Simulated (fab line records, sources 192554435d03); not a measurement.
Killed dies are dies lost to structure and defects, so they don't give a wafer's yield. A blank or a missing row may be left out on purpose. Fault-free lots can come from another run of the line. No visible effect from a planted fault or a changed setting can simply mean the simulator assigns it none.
Chamber matching | flow n5-finfet | rie-diel-02 running N5_BEOL_M3_DESCUM_16: 4 sister chambers
The step chemistry O2, time 7 s. 16 wafers are shown with their chamber, then 8 later ones without.

## EACH WAFER AND ITS CHAMBER
wafer  | chamber | drypump-motor-current-A (A) | throttle-valve-pct (%) | showerhead-plenum-p-Torr (Torr)
L075.2 | 2       | 6.1                         | 20.72                  | 1.99
L075.5 | 3       | 6.1                         | 20.97                  | 2.13
L075.6 | 0       | 5.6                         | 20.45                  | 2.17
L074.2 | 1       | 6.5                         | 20.27                  | 2.05
L074.4 | 0       | 5.6                         | 20.44                  | 2.17
L074.6 | 1       | 6.6                         | 20.27                  | 2.05
L079.2 | 0       | 5.6                         | 20.46                  | 2.16
L079.4 | 0       | 5.6                         | 20.46                  | 2.16
L079.6 | 2       | 6.1                         | 20.74                  | 1.99
L087.2 | 1       | 6.5                         | 20.31                  | 2.04
L087.4 | 0       | 5.6                         | 20.48                  | 2.16
L087.6 | 3       | 6.1                         | 20.49                  | 2.13
L089.1 | 0       | 5.6                         | 20.47                  | 2.16
L089.4 | 2       | 6.2                         | 20.37                  | 2.25
L089.6 | 1       | 6.6                         | 20.32                  | 2.04
L091.3 | 2       | 6.2                         | 20.39                  | 2.25

SIGNATURES, as means of the wafers listed above
reading                  | chamber 0 | chamber 1 | chamber 2 | chamber 3 | scatter within a chamber
drypump-motor-current-A  | 5.600     | 6.550     | 6.150     | 6.100     | 0.0408
throttle-valve-pct       | 20.4600   | 20.2925   | 20.5550   | 20.7300   | 0.142
showerhead-plenum-p-Torr | 2.1633    | 2.0450    | 2.1200    | 2.1300    | 0.0752
Rule: distance of a wafer from a chamber = root of the sum over the readings of ((wafer's reading minus chamber's mean) / reading's scatter) squared. If the next closest chamber is less than 2 further off than the closest, the wafer can't be placed; otherwise it belongs to the closest. The scatter: the root of (the sum of the squares of (reading less its chamber's mean) over the shown wafers, divided by (wafers less chambers)).

## WAFERS WHOSE CHAMBER IS MISSING
wafer  | drypump-motor-current-A (A) | throttle-valve-pct (%) | showerhead-plenum-p-Torr (Torr)
L091.4 | 6.1                         | 20.49                  | 2.12
L091.6 | 6.2                         | 20.40                  | 2.25
L094.1 | 6.6                         | 20.32                  | 2.03
L094.4 | 5.6                         | 20.50                  | 2.16
L094.6 | 5.6                         | 20.49                  | 2.15
L095.2 | 5.6                         | 20.50                  | 2.15
L095.5 | 5.6                         | 20.50                  | 2.15
L095.6 | 6.5                         | 20.33                  | 2.03

## EACH ONE'S CHAMBER
wafer  | from the rows above     | in truth
L091.4 | can't be placed: 2 or 3 | 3
L091.6 | can't be placed: 2 or 3 | 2
L094.1 | 1                       | 1
L094.4 | 0                       | 0
L094.6 | 0                       | 0
L095.2 | 0                       | 0
L095.5 | 0                       | 0
L095.6 | 1                       | 1
Correctly placed: 6 of 8. Cannot be placed on the basis of these rows: 2; the candidates contain the true chamber in 2. 0 placed wrongly.
